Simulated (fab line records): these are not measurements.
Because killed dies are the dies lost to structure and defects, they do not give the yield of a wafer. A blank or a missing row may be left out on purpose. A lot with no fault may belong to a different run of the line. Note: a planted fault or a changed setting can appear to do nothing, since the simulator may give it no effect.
8D (eight disciplines) problem report, filled in by code + flow nand harc + the parts of the form that need people (team, actions taken, sign-off) are left out

== 1. THE ISSUE ==
NHARC_A_WL_FILL_ETCHBACK_16, oes product au: mean 1.169 a.u. over 1 wafer from 1 lot; wafers with no fault: 0.977 a.u., standard deviation 0.03. Relative to the usual mean, that is a shift of +6.4 standard deviations.
The step: etches the open film in C4F8/O2/Ar, target depth 120 nm, time 24 s.
First observed at day 26 10:23: wafer L860.6, on rie diel-07. At this step, 38 wafers from 13 lots have a number in the record. Rule for "out" (also "out of limits"): further than 4 standard deviations from the usual mean. All remaining wafers that have a number are taken as sound.

== 2. WHAT IT IS AND WHAT IT IS NOT ==
| question                    | is                | is not                                                                                       |
|-----------------------------|-------------------|----------------------------------------------------------------------------------------------|
| which readings at this step | oes product au    | rf vpp V                                                                                     |
| which lots                  | L860              | L849, L850, L853, L855, L856, L857, L859, L862, L864, L869, L870, L872                       |
| which wafers of those lots  | L860.6            | L860.3, L860.4                                                                               |
| read on which tools         | rie diel-07       | rie diel-02, rie diel-13                                                                     |
| when                        | from day 26 10:23 | up to then (23 sound wafers); but 14 sound wafers of L862, L864, L869, L870, L872 came after |

== 3. WHAT RULES OUT EACH SUSPECT ==
Counting: any tool at a process step up to the reading remains a suspect provided it ran every lot that is out. Sound lots after the first of them don't rule it out here, since some wafers of a struck lot are sound.
- ald hk-01 at NHARC_A_WL_FILL_ALD_00 (deposits Al2O3, target thk 3 nm, pulse time 3 s, ald cycles 30): kept. It processed L860, the lot that is out, at day 25 22:41, and its most recent sound lot before then was L855 at day 25 04:41.
- cvd w-02 at NHARC_A_WL_FILL_CVD_03 (deposits W, target thk 40 nm, time 279 s): kept. It processed L860, the lot that is out, at day 25 23:56, and its most recent sound lot before then was L856 at day 24 15:19.
- rie diel-07 at NHARC_A_WL_FILL_ETCHBACK_16 (etches the open film in C4F8/O2/Ar, target depth 120 nm, time 24 s): kept. It processed L860, the lot that is out, at day 26 10:23, and its most recent sound lot before then was L859 at day 25 12:47. On those wafers its own readings are out: oes product au.
- In rie diel-07 at NHARC_A_WL_FILL_ETCHBACK_16, the wafers that are out were processed in chamber 0 and their sound lot-mates in chambers 1, 2.
After the count, these remain: ald hk-01 at NHARC_A_WL_FILL_ALD_00, cvd w-02 at NHARC_A_WL_FILL_CVD_03 and rie diel-07 at NHARC_A_WL_FILL_ETCHBACK_16.

== 4. THE CAUSE (what the simulator had put in) ==
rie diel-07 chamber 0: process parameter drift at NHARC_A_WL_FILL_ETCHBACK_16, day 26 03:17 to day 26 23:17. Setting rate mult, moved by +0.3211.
This tool is one of the 3 suspects left after counting.

== 5. THE EFFECT CHAIN, in route order ==
Rows list readings where the struck wafers' mean (over those with a number) sits beyond 3 standard deviations from the usual. Only readings whose record carries a usual standard deviation are examined. hours: median over the lots of the time between each lot's start at the first step of this table that gives one and its start at this step. sigmas: the change, counted in usual standard deviations.
| hours | step                        | reading        | usual      | on struck wafers | change | sigmas |
|-------|-----------------------------|----------------|------------|------------------|--------|--------|
| 0     | NHARC_A_WL_FILL_ETCHBACK_16 | oes product au | 0.977 a.u. | 1.169            | +0.192 | +6.4   |
Process steps it contains:
- NHARC_A_WL_FILL_ETCHBACK_16: etches the open film in C4F8/O2/Ar, target depth 120 nm, time 24 s.
At these later measuring or inspecting steps, every struck wafer for which the step has a row has a number for every such reading, and none has moved that far: NHARC_END_SORT_01.

== 6. WHAT WOULD HAVE CAUGHT IT SOONER ==
7 hours passed between the start of the fault at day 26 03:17 and the first reading out of limits in this record, taken at day 26 10:23.
